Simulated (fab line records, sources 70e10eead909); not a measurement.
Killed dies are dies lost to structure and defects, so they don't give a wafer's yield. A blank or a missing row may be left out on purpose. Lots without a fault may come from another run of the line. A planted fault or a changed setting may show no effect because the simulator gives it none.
Chamber matching | flow nand_harc | NHARC_A_CHANNEL_FILL_D1_ALD_14 on ald_hk-03: 4 sister chambers
The step deposits SiO2, target thk 2.5 nm, pulse time 10 s, ald cycles 25. 4 wafers are shown with their chamber, then 7 later ones without.

WAFERS WITH THEIR CHAMBER
wafer  | chamber | heater_power_w (W)
L081.4 | 1       | 491
L083.3 | 2       | 497
L086.2 | 0       | 413
L086.3 | 3       | 492

WAFERS WITHOUT THEIR CHAMBER
wafer  | heater_power_w (W)
L086.5 | 489
L091.2 | 510
L091.4 | 426
L091.5 | 499
L097.3 | 480
L097.5 | 496
L097.6 | 557

WHICH CHAMBER EACH WENT THROUGH
wafer  | from the rows above          | in truth
L086.5 | can't be placed: 1 or 3 or 2 | 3
L091.2 | can't be placed: 2 or 3 or 1 | 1
L091.4 | 0                            | 0
L091.5 | can't be placed: 2 or 3 or 1 | 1
L097.3 | can't be placed: 1 or 3 or 2 | 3
L097.5 | can't be placed: 2 or 3 or 1 | 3
L097.6 | can't be placed: 2 or 3 or 1 | 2
Placed correctly: 1 of 7. Can't be placed from these rows: 6 (the true chamber is among the candidates in 6). Placed wrongly: 0.
How it was worked out, from the rows above alone: a wafer's distance from a chamber is the root of the sum, over the readings, of the square of ((its reading less the chamber's mean) divided by the reading's scatter). The wafer belongs to the nearest chamber; if the next one is less than 2 further off, it can't be placed. A chamber's mean is the mean of its shown wafers. The scatter: with one shown wafer a chamber, the root of the mean of the squares of how far each hidden wafer lies from its nearest shown one.
